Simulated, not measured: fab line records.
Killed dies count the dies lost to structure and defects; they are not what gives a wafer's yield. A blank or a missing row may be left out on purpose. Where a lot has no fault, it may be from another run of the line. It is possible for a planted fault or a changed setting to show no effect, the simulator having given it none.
2 desks looking at one fault -- flow n5Finfet -- every desk sees just its own numbers, and what lay behind them comes last

## THE TOOL OWNER'S DESK: pecvd-03
The tool's own readings at N5_BEOL_M11_ILD_DEP_00 (deposits SiCOH lowk from DEMS/porogen, target thk 308.51 nm, time 58 s): means of the sampled wafers that have a number, for each lot that ran on this tool. If a lot's mean is further than 4 standard deviations from the usual mean, the lot is out of limits and carries the mark OUT (the distance appears in the brackets).
Columns: A = heaterPowerW at N5_BEOL_M11_ILD_DEP_00, usual 331 W; B = runLengthS at N5_BEOL_M11_ILD_DEP_00, usual 100.8 s; C = showerheadPlenumPTorr at N5_BEOL_M11_ILD_DEP_00, usual 5.756 Torr; D = throttleValvePct at N5_BEOL_M11_ILD_DEP_00, usual 13.8 %
lot,first seen here,A,B,C,D
L393,day 10 04:41,329,101.3,5.766,13.2
L395,day 10 14:08,328,101.1,5.754,13.4
L397,day 11 02:05,379,101.4,5.766,13.4
L409,day 14 07:10,328,95.7 (-10) OUT,5.753,13.6
L407,day 14 08:02,309,84.9 (-32) OUT,5.769,13.5
This desk's finding: out of limits on L407, L409; first on L409, day 14 07:10 (runLengthS at N5_BEOL_M11_ILD_DEP_00). L393, L395, L397 stayed within limits.

## AT THE METROLOGY DESK
Lot by lot, what the gauges showed, no matter which tool ran the lot: averages of those sampled wafers that carry a number. If a lot's mean is further than 4 standard deviations from the usual mean, the lot is out of limits and carries the mark OUT (the distance appears in the brackets).
Columns: A = trenchDepthNm at N5_BEOL_M10_OCD_MEAS_38, usual 148 nm; B = M11_ILD_THK at N5_BEOL_M11_THK_MEAS_01, usual 269 nm
lot,first seen here,A,B
L393,day 10 02:16,150,266
L394,day 10 09:39,150,271
L395,day 10 11:29,146,268
L396,day 10 14:59,148,267
L397,day 10 22:35,150,272
L409,day 14 04:37,149,246 (-6.1) OUT
L407,day 14 04:48,151,196 (-19) OUT
L410,day 14 10:44,149,267
L412,day 15 05:02,146,268
L411,day 15 05:23,146,274
L414,day 15 18:15,147,267
L416,day 16 12:46,147,267
L415,day 16 13:17,149,270
Finding of this desk: L407, L409 out of limits, first seen on L409 at day 14 07:47 (M11_ILD_THK at N5_BEOL_M11_THK_MEAS_01). L393, L394, L395, L396, L397, L410, L412, L411, L414, L416, L415 stayed within limits.

## ALL TOGETHER
On L407, L409, at day 14 07:10, an alarm was possible from the tool owner's desk.
L407, L409 would have let the metrology desk raise an alarm at day 14 07:47.
All the named lots went through N5_BEOL_M11_ILD_DEP_00 on pecvd-03.

## WHAT THE SIMULATOR HAD PUT IN
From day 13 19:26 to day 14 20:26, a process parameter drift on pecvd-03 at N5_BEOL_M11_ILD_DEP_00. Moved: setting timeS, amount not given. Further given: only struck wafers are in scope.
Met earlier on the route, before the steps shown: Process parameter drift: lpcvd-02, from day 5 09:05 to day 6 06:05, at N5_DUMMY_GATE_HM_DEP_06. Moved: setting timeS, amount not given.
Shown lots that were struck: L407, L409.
Fault start to first reading out of limits, in hours, per desk: tool owner, 12; metrology, 12.
